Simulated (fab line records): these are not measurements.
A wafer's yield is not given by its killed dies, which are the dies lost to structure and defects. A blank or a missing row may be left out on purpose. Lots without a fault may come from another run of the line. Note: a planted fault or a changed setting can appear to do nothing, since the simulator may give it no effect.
What tool caused it?    flow n5-finfet    30 wafers sampled from 10 lots at 1 step of a route of 1938

## WHAT THE GAUGES READ, wafer by wafer
N5_PASSIVATION_CD_MEAS_10: target cd 3000 nm. Usual: cd-nm at 3000 nm, with a standard deviation of 3.6.
lot   measured      on         cd-nm (nm)      flag
L774  day 12 10:25  cd-sem-03  3004 3005 3004  
L778  day 13 06:26  cd-sem-02  3000 3001 2997  
L779  day 13 16:39  cd-sem-01  2997 2996 2997  
L777  day 13 19:02  cd-sem-03  3003 3002 3002  
L783  day 15 12:41  cd-sem-01  2997 2998 2996  
L784  day 15 16:53  cd-sem-02  3003 2999 3000  
L790  day 16 14:26  cd-sem-01  2999 2997 2993  
L794  day 17 11:18  cd-sem-02  2998 2997 2998  
L791  day 17 16:11  cd-sem-03  2997 2999 2999  
L792  day 17 16:13  cd-sem-02  2997 3001 2998  

## WHICH TOOL RAN EACH LOT (tool, then ch and the chambers of the sampled wafers, then the start)
The record shows no process step preceding these readings.

## AS READ BY THE TOOLS THEMSELVES (means over the sampled wafers that have a number; for cases with no such wafer, the mark the record gives instead)
The record holds no such reading with a usual standard deviation.

## THE ANSWER, worked out from the rows above alone
Rule: lot off if the mean of its wafers having a number is beyond 3 standard deviations from the usual mean. A lot without any number at a reading at which 4 lots or more have one is off too. The other lots that the step has rows for count as sound. After the gauges, taken in route order, come the tools' own readings; for these a lot's mean is taken, as printed above. The first step at which some lot is off is used, and at that step the reading that is off furthest; a lot without a number counts as furthest.
No lot is off on any of the readings shown, so nothing can be concluded from this.

## WHAT WAS PUT IN BY THE SIMULATOR
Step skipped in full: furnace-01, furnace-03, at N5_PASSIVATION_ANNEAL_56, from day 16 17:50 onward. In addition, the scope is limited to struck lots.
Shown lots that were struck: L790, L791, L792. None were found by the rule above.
